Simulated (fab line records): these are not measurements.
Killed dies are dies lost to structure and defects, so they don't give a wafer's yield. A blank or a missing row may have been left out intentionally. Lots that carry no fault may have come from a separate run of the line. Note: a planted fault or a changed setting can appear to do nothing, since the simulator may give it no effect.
fab line records	flow n5_finfet
[record] lots = 11	wafers = 33	last_day = 19
route steps=1938 shown BEOL_M9@1414
lots untouched by any fault: they come from a run of this same line in which no faults occurred
start_h: hours from the record's opening day to when the first of the lot's shown wafers began	wait_h: hours since the lot's step before	" identical to the entry in the row above	L1.1+2: several wafers, shown together as one row	- no value, or no start given	* or withheld: withheld	< > ~ a bound
route shown NAME@n: names a module that has steps shown in the file, with the first one's number in the route	usual: mean/standard deviation taken from wafers without a fault	same: alike in all rows	chamber/n: place in a boat	sites: per-site readings	_std_site: their standard deviation	_edge_site: mean of outer sites minus mean of inner sites	radius_mm: how far each site lies from the wafer's centre	mask NAME#n: copy n	behind: the tool/chamber that last shaped the wafer	hold: what put the lot on hold/how long, in hours/how the hold closed	device: the transistor (n, p or np) that didn't switch	end of line: tests of these same wafers at the route's end	a step without rows: its recipe alone	killed: count of dies lost to structure and defects at first sort (not the wafer's yield)	map: shows each die of a wafer: x if killed, . if not, _ if none is there
set.NAME: setting as actually run; set.NAME@STEP: the setting as run at that earlier step	model.NAME: the simulator's own value behind a step, which no gauge read
steps of the route over a sample of lots; a table a step, a row a wafer
services: the hour from which a tool's chamber was out of use, counted from the record's first day as start_h (under 0 if before that day), plus the number of hours and why
[[steps]]
[step N5_BEOL_M9_CD_MEAS_11]
[recipe] target_cd_nm = 64.1	landing_energy_ev = 500	detector = se_inlens	polarity = opening
[usual] cd_nm = 64.1/0.42
[same] landing_energy_ev = 500
lot.wafer	tool	chamber	start_h	wait_h	cd_nm
L330.1	cd_sem-03	0	232.53	-	63.5
L330.3	"	0	"	"	63.0
L330.5	"	0	"	"	63.8
L335.1	cd_sem-02	0	243.42	-	64.0
L335.3	"	0	"	"	64.2
L335.5	"	0	"	"	64.3
L332.1	cd_sem-02	0	243.89	-	64.8
L332.2	"	0	"	"	64.6
L332.4	"	0	"	"	64.2
L336.1	cd_sem-01	0	268.72	-	64.1
L336.3	"	0	"	"	63.6
L336.5	"	0	"	"	63.7
L338.2	cd_sem-02	0	293.25	-	64.4
L338.3	"	0	"	"	64.4
L338.5	"	0	"	"	64.7
L341.2	cd_sem-02	0	293.96	-	64.3
L341.3	"	0	"	"	64.8
L341.4	"	0	"	"	64.2
L340.2	cd_sem-03	0	327.32	-	64.3
L340.4	"	0	"	"	64.5
L340.5	"	0	"	"	63.6
L349.3	cd_sem-01	0	371.38	-	64.0
L349.4	"	0	"	"	63.7
L349.5	"	0	"	"	63.2
L350.1	cd_sem-01	0	379.20	-	64.3
L350.2	"	0	"	"	64.3
L350.3	"	0	"	"	63.8
L353.1	cd_sem-01	0	391.51	-	64.4
L353.2	"	0	"	"	65.0
L353.5	"	0	"	"	64.4
L351.4	cd_sem-03	0	391.87	-	63.5
L351.5	"	0	"	"	63.6
L351.6	"	0	"	"	64.3
[step N5_BEOL_M9_INSPECT_13]
[recipe] mode = adi	inspect_instrument = brightfield
[usual] raw_defect_count = 414/100
lot.wafer	tool	chamber	start_h	wait_h	raw_defect_count
L330.1	defect_inspect-01	-	232.58	0.0	341
L330.3	"	-	"	"	343
L330.5	"	-	"	"	370
L335.1	defect_inspect-02	-	243.47	0.0	435
L335.3	"	-	"	"	379
L335.5	"	-	"	"	435
L332.1	defect_inspect-01	-	243.95	0.0	350
L332.2	"	-	"	"	241
L332.4	"	-	"	"	228
L336.1	defect_inspect-01	-	268.78	0.0	563
L336.3	"	-	"	"	355
L336.5	"	-	"	"	677
L338.2	defect_inspect-02	-	293.30	0.0	491
L338.3	"	-	"	"	562
L338.5	"	-	"	"	541
L341.2	defect_inspect-01	-	294.02	0.0	615
L341.3	"	-	"	"	442
L341.4	"	-	"	"	633
L340.2	defect_inspect-02	-	327.37	0.0	296
L340.4	"	-	"	"	281
L340.5	"	-	"	"	316
L349.3	defect_inspect-02	-	371.44	0.0	397
L349.4	"	-	"	"	413
L349.5	"	-	"	"	347
L350.1	defect_inspect-01	-	379.26	0.0	436
L350.2	"	-	"	"	311
L350.3	"	-	"	"	394
L353.1	defect_inspect-02	-	391.56	0.0	345
L353.2	"	-	"	"	281
L353.5	"	-	"	"	359
L351.4	defect_inspect-02	-	391.92	0.0	392
L351.5	"	-	"	"	737
L351.6	"	-	"	"	544
[step N5_BEOL_M9_OVL_MEAS_29]
[recipe] points_per_wafer = 522
[usual] V8_OVL = 0.1/0.7
lot.wafer	tool	chamber	start_h	wait_h	V8_OVL[nm]
L330.1	overlay-02	0	237.73	0.0	0.2
L330.3	"	0	"	"	0.8
L330.5	"	0	"	"	-1.0
L335.1	overlay-01	0	244.66	0.0	0.6
L335.3	"	0	"	"	0.2
L335.5	"	0	"	"	-0.2
L332.1	overlay-01	0	245.01	0.0	0.6
L332.2	"	0	"	"	-0.2
L332.4	"	0	"	"	-1.0
L336.1	overlay-01	0	270.44	0.0	0.4
L336.3	"	0	"	"	-0.8
L336.5	"	0	"	"	0.4
L338.2	overlay-01	0	295.21	0.0	-1.0
L338.3	"	0	"	"	-1.0
L338.5	"	0	"	"	-0.8
L341.2	overlay-02	0	295.38	0.0	-0.9
L341.3	"	0	"	"	-0.8
L341.4	"	0	"	"	-0.5
L340.2	overlay-02	0	329.97	0.0	0.9
L340.4	"	0	"	"	2.1
L340.5	"	0	"	"	-0.2
L349.3	overlay-02	0	372.38	0.0	0.0
L349.4	"	0	"	"	0.2
L349.5	"	0	"	"	0.4
L350.1	overlay-01	0	383.35	0.0	0.7
L350.2	"	0	"	"	0.0
L350.3	"	0	"	"	-0.4
L353.1	overlay-02	0	392.68	0.0	-0.3
L353.2	"	0	"	"	1.1
L353.5	"	0	"	"	-0.7
L351.4	overlay-01	0	394.71	0.0	-0.3
L351.5	"	0	"	"	0.9
L351.6	"	0	"	"	2.0
[step N5_BEOL_M9_ETCH_65]
[recipe] chemistry = CF4	target = SiARC	target_depth_a = 156	mask_material = CAR-EUV	time_s = 26	ion_energy_ev = 80	pressure_mtorr = 40	source_w = 545	bias_w = 36	Ar_flow_sccm = 100	cf4_flow_sccm = 100	ends = cleared
[usual] bias_w = 36.01/0.11	chamber_pressure_mTorr = 40.00/0.034	drypump_motor_current_A = 5.7/0.45	etch_rf_on_time_s = 26.0/0.38	mfc_ar_sccm = 100.0/0.31	oes_product_au = 0.68/0.071	rf_vpp_V = 184.1/1.3	showerhead_plenum_p_Torr = 2.14/0.072	throttle_valve_pct = 15.62/0.24
lot.wafer	tool	chamber	start_h	wait_h	bias_w	chamber_pressure_mTorr	drypump_motor_current_A	etch_rf_on_time_s	mfc_ar_sccm	oes_product_au	rf_hours_counter_h	rf_vpp_V	showerhead_plenum_p_Torr	throttle_valve_pct
L330.1	rie_diel-02	3	237.87	0.0	35.85	39.95	5.8	25.4	100.0	0.67	107	183.1	2.08	15.97
L330.3	"	0	"	"	36.10	40.02	5.6	25.6	100.2	0.76	37	182.1	2.09	15.42
L330.5	"	3	"	"	36.07	40.00	5.8	25.6	100.2	0.66	-	183.6	2.08	15.97
L335.1	rie_diel-02	2	244.80	0.0	35.90	39.99	6.0	25.8	99.8	0.61	183	185.6	2.22	15.75
L335.3	"	3	"	"	35.89	40.04	5.8	25.5	99.9	0.66	110	184.0	2.07	15.96
L335.5	"	2	"	"	35.94	39.97	6.0	25.8	100.0	0.63	-	184.9	2.22	15.76
L332.1	rie_diel-06	1	245.64	0.0	36.04	40.02	5.6	26.3	100.4	0.59	228	184.6	2.20	16.05
L332.2	"	2	"	"	36.09	39.94	6.5	25.6	100.0	0.63	175	182.6	2.05	15.49
L332.4	"	3	"	"	36.28	40.02	5.5	26.1	100.1	0.59	218	183.5	2.12	15.96
L336.1	rie_diel-03	3	270.72	0.0	35.92	39.97	5.5	26.7	99.7	0.73	44	186.5	2.26	15.43
L336.3	"	1	"	"	35.97	40.05	6.0	26.1	100.2	0.59	246	184.4	2.19	15.79
L336.5	"	1	"	"	35.97	39.93	6.0	26.0	100.0	0.60	-	184.9	2.19	15.79
L338.2	rie_diel-03	3	295.35	0.0	36.16	40.04	5.5	26.4	99.8	0.73	55	186.4	2.26	15.44
L338.3	"	0	"	"	36.04	39.97	4.8	26.4	100.0	0.68	81	183.8	2.09	15.48
L338.5	"	3	"	"	36.11	39.96	5.5	26.2	99.6	0.73	-	186.0	2.26	15.45
L341.2	rie_diel-02	2	295.51	0.0	35.96	39.98	6.0	26.0	99.4	0.61	200	184.9	2.22	15.79
L341.3	"	1	"	"	35.96	39.97	6.4	26.2	100.0	0.73	45	183.7	2.18	15.35
L341.4	"	0	"	"	35.81	39.95	5.6	25.9	99.8	0.73	57	183.6	2.09	15.48
L340.2	rie_diel-03	0	330.10	0.0	36.29	39.97	4.7	26.7	99.9	0.66	89	183.6	2.09	15.50
L340.4	"	2	"	"	36.01	40.04	5.3	25.7	100.4	0.77	29	186.4	2.26	15.45
L340.5	"	0	"	"	36.12	40.06	4.7	26.4	100.0	0.67	-	184.3	2.09	15.49
L349.3	rie_diel-03	0	372.82	0.0	36.26	40.01	4.7	26.4	100.2	0.66	100	183.9	2.08	15.52
L349.4	"	2	"	"	45.47	40.07	5.3	24.0	99.8	0.79	40	214.8	2.26	15.47
L349.5	"	1	"	"	36.01	40.05	6.0	25.1	99.9	0.81	-	185.5	2.18	15.32
L350.1	rie_diel-06	0	383.72	0.0	36.05	40.00	5.2	26.1	99.7	0.72	66	184.3	2.09	15.48
L350.2	"	3	"	"	35.90	40.03	5.4	26.3	99.3	0.56	257	182.5	2.11	16.02
L350.3	"	2	"	"	36.02	39.96	6.4	26.0	100.1	0.61	213	181.7	2.04	15.55
L353.1	rie_diel-02	1	393.35	0.0	36.13	40.04	6.3	25.9	100.1	0.71	73	183.7	2.17	15.41
L353.2	"	0	"	"	36.03	40.07	5.7	26.0	100.0	0.71	85	183.4	2.08	15.52
L353.5	"	1	"	"	35.92	39.98	6.3	26.3	100.1	0.70	-	185.0	2.17	15.41
L351.4	rie_diel-02	3	394.83	0.0	36.03	39.93	5.8	25.6	99.7	0.63	156	182.2	2.06	16.06
L351.5	"	2	"	"	36.05	40.00	6.0	25.9	99.4	0.59	-	183.8	2.21	15.85
L351.6	"	1	"	"	35.97	39.98	6.3	26.0	99.7	0.71	-	184.1	2.17	15.40
[[services]]
tool	chamber	start_h	hours	kind
rie_diel-02	2	214.00	6.4	repair
rie_diel-02	1	219.30	40.8	repair
rie_diel-03	2	225.34	-	clean
rie_diel-03	2	225.34	-	consumable_replace:focus_ring
rie_diel-03	2	225.34	-	consumable_replace:showerhead
rie_diel-03	2	225.34	18.0	scheduled_down
rie_diel-03	2	225.34	18.0	vent_cycle
rie_diel-06	3	252.54	2.8	repair
rie_diel-03	1	260.48	6.6	repair
rie_diel-03	1	280.85	-	clean
rie_diel-03	1	280.85	-	consumable_replace:focus_ring
rie_diel-03	1	280.85	20.3	scheduled_down
rie_diel-03	1	280.85	20.3	vent_cycle
rie_diel-03	3	318.68	3.2	repair
rie_diel-06	3	326.10	3.0	repair
rie_diel-06	1	356.46	-	clean
rie_diel-06	1	356.46	-	consumable_replace:focus_ring
rie_diel-06	1	356.46	29.5	scheduled_down
rie_diel-06	1	356.46	29.5	vent_cycle
rie_diel-03	2	381.01	1.2	repair
rie_diel-02	-	383.04	0.7	repair
rie_diel-06	-	385.21	14.6	pm
rie_diel-03	1	388.62	8.8	repair
[[key]]
[first_sign] step = N5_BEOL_M9_ETCH_65	reading = bias_w	direction = up	sigmas = 86	usual = *	struck = *
[effect] step = N5_BEOL_M9_ETCH_65	reading = rf_vpp_V	direction = up	sigmas = 24	usual = 184.1	struck = 214.8
met_at N5_BEOL_M9_ETCH_65
struck_lots L349
struck_wafers L349.4
not_acting_at N5_BEOL_M9_CD_MEAS_11,N5_BEOL_M9_INSPECT_13,N5_BEOL_M9_OVL_MEAS_29
onset_between 330.10 372.82
[fault] kind = process_parameter_drift	tool = rie_diel-03	chamber = 2	onset_h = 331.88	steps = N5_BEOL_M9_ETCH_65	channel = bias_w	offset = *	shape = step	end_h = 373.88	acts_in = *	stated = *
